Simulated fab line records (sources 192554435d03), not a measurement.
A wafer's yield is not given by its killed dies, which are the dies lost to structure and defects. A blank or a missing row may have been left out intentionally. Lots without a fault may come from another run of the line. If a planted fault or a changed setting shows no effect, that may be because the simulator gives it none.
A lot that was struck, set against a sound lot :: flow n5-finfet :: 16 out of 1938 route steps
Sound: the wafers L717.2, L717.3, L717.4. Struck: wafer L727.6; the same lot's L727.3 was not struck, so it is left out; see the end for the cause.
Order at every step that has rows: each side's tool, ch and its chambers, its first start. Under that, the readings that differ: sound wafers :: struck wafers :: difference of the means :: sigmas: that difference in standard deviations of wafers without a fault.
alike: readings whose means differ by less than 2 such deviations, and words and numbers that are the same on both sides. not compared: withheld readings, readings that some wafer has no value for, bounds like >300 that may hide the same value, and numbers for which the record gives no deviation and whose values overlap.
Wherever a step has rows on one side only, a row that says differs or no value, or a row with sigmas, the two part there. When numbers do not overlap yet have no deviation, they are printed without sigmas and do not part them. Lack of a reading on every wafer of one side parts them only where that side has two or more wafers.

first, 7 steps without rows for these wafers: N5_GATE_CUT_COAT_27 (time 60 s, resist thk 10 nm); N5_GATE_CUT_COAT_07 (resist thk 30 nm); N5_GATE_CUT_EBR_09; N5_GATE_CUT_SOFTBAKE_08 (time 60 s); N5_GATE_CUT_EXPOSE_10 (exposes mask GATE CUT, target cd 20 nm); N5_GATE_CUT_PEB_11 (peb time 60 s); N5_GATE_CUT_DEVELOP_12 (develop time 30 s).
N5_GATE_CUT_CD_MEAS_13: target cd 20 nm.
  sound on cd-sem-03 ch 0, day 5 23:05; struck on cd-sem-01 ch 0, day 8 13:13
  alike: cd-nm
N5_GATE_CUT_OVL_MEAS_14:
  sound on overlay-02 ch 0, day 5 23:08; struck on overlay-02 ch 0, day 8 13:15
  alike: GATE_CUT_OVL
N5_GATE_CUT_INSPECT_15: inspects for defects (brightfield).
  sound: defect-inspect-02 at day 5 23:11; struck: defect-inspect-02 at day 8 13:18
  alike: raw-defect-count
N5_GATE_CUT_DESCUM_18: chemistry O2, time 7 s.
  sound on rie-diel-04 ch 0,1,3, day 5 23:13; struck on rie-diel-01 ch 0, day 8 13:22
reading: showerhead-plenum-p-Torr (Torr)
sound: 2.10 2.23 2.08
struck: 2.01
difference: -0.13
sigmas: -2
  alike: drypump-motor-current-A, oes-product-au, rf-vpp-V, throttle-valve-pct
  not compared: rf-hours-counter-h
N5_GATE_CUT_ETCH_28: etches underlayer in N2/H2, target depth 13 nm, time 10.4 s.
  sound on rie-diel-04 ch 0,1,3, day 5 23:15; struck on rie-diel-01 ch 0, day 8 13:23
reading: showerhead-plenum-p-Torr (Torr)
sound: 2.54 2.72 2.56
struck: 2.45
difference: -0.16
sigmas: -2
  alike: drypump-motor-current-A, etch-rf-on-time-s, oes-product-au, rf-vpp-V, throttle-valve-pct
  not compared: rf-hours-counter-h
N5_GATE_CUT_ETCH_36: etches SiARC in CF4, target depth 13 nm, time 21.7 s.
  sound on rie-diel-04 ch 0,1,3, day 5 23:16; struck on rie-diel-01 ch 0, day 8 13:25
reading: etch-rf-on-time-s (s)
sound: 21.6 22.1 22.1
struck: 14.2
difference: -7.7
sigmas: -19

reading: oes-product-au (a.u.)
sound: 0.64 0.76 0.66
struck: 0.85
difference: +0.16
sigmas: +2

reading: rf-vpp-V (V)
sound: 183.1 185.7 183.9
struck: 181.8
difference: -2.4
sigmas: -3

reading: showerhead-plenum-p-Torr (Torr)
sound: 2.15 2.27 2.16
struck: 2.07
difference: -0.12
sigmas: -2
  alike: drypump-motor-current-A, throttle-valve-pct
  not compared: rf-hours-counter-h
N5_GATE_CUT_ETCH_37: etches SOC in N2/H2, target depth 60 nm, overetch 12 nm, time 90 s.
  sound on rie-diel-04 ch 0,1,3, day 5 23:17; struck on rie-diel-01 ch 0, day 8 13:26
reading: rf-vpp-V (V)
sound: 524.1 528.9 524.7
struck: 520.8
difference: -5.1
sigmas: -3

reading: showerhead-plenum-p-Torr (Torr)
sound: 2.54 2.72 2.56
struck: 2.45
difference: -0.16
sigmas: -2
  alike: drypump-motor-current-A, oes-product-au, throttle-valve-pct
  not compared: rf-hours-counter-h
-- a jump in the record: the struck wafers' starts before and after are 9 days apart (it breaks off in module GATE_CUT and resumes in module BEOL_M4, where the first step shown is number 1111 of the route) --
N5_BEOL_M4_RC_MEAS_101:
  sound on prober-02 ch 0, day 16 00:38; struck on prober-01 ch 0, day 17 20:40
  alike: DIBL_N, DIBL_P, IOFF_N, IOFF_P, ION_N, ION_P, SS_N, SS_P, VT_N, VT_P
N5_PASSIVATION_PROBE_49:
  the record has rows for the sound wafers here (prober-02, day 20 18:44) and none for the struck ones

## WHERE THEY PART
At N5_GATE_CUT_DESCUM_18 first; at N5_PASSIVATION_PROBE_49 last (within this record only).

WHY: the cause the simulator had injected
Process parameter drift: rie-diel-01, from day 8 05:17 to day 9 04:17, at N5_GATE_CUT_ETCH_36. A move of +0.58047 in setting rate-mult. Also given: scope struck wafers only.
